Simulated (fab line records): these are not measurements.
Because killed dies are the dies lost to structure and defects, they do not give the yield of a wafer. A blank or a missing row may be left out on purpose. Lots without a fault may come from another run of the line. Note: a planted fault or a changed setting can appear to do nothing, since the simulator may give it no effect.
Chamber matching	flow nand-harc	NHARC_A_M0_CMP_23 on cmp-03 has 4 sister chambers
The step polishes, t overpolish 20 s, target thk 113.75 nm. 14 wafers are shown with their chamber, then 7 later ones without.

== WAFERS WITH THEIR CHAMBER ==
wafer	chamber	motor-current-A (A)	time-to-endpoint-s (s)	slurry-filter-dp-kPa (kPa)
L075.1	1	10.7	30	13.37
L075.4	0	12.2	32	13.66
L075.5	2	12.4	34	13.35
L077.2	0	12.4	31	13.45
L077.4	3	11.8	31	13.59
L077.5	0	12.5	33	13.53
L079.2	1	10.3	29	13.47
L079.4	0	12.4	31	13.47
L079.5	2	12.0	28	13.26
L084.1	2	11.6	29	13.57
L084.4	1	10.0	29	13.50
L084.5	2	11.6	30	13.63
L085.2	2	11.3	27	13.65
L085.3	3	11.3	25	13.46

SIGNATURES (averages over the wafers above)
reading	chamber 0	chamber 1	chamber 2	chamber 3	scatter within a chamber
motor-current-A	12.375	10.333	11.780	11.550	0.339
time-to-endpoint-s	31.75	29.33	29.60	28.00	2.25
slurry-filter-dp-kPa	13.5275	13.4467	13.4920	13.5250	0.13
Rule: for each reading, subtract the chamber's mean from the wafer's reading, divide by that reading's scatter and square the result; add these up over the readings and take the root, which gives the wafer's distance from the chamber. The wafer belongs to the nearest chamber; if the next one is less than 2 further off, it can't be placed. The scatter is the square root of a quotient: the sum, over the shown wafers, of each reading's squared deviation from its chamber's mean, divided by wafers minus chambers.

== WAFERS WITH NO CHAMBER GIVEN ==
wafer	motor-current-A (A)	time-to-endpoint-s (s)	slurry-filter-dp-kPa (kPa)
L085.6	11.5	27	13.30
L093.1	12.7	27	13.58
L093.2	11.6	29	13.58
L093.5	10.1	22	13.49
L097.1	12.5	25	13.44
L097.3	11.4	26	13.27
L097.5	11.6	26	13.29

== THE CHAMBER EACH PASSED THROUGH ==
wafer	from the rows above	in truth
L085.6	can't be placed: 3 or 2 or 0 or 1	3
L093.1	can't be placed: 0 or 2 or 3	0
L093.2	can't be placed: 3 or 2 or 0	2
L093.5	can't be placed: 1 or 3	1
L097.1	can't be placed: 2 or 0 or 3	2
L097.3	can't be placed: 3 or 2 or 1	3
L097.5	can't be placed: 3 or 2 or 0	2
Correctly placed: 0 of 7. These rows do not allow placing 7 (true chamber among the candidates in 7). Number placed wrongly: 0.
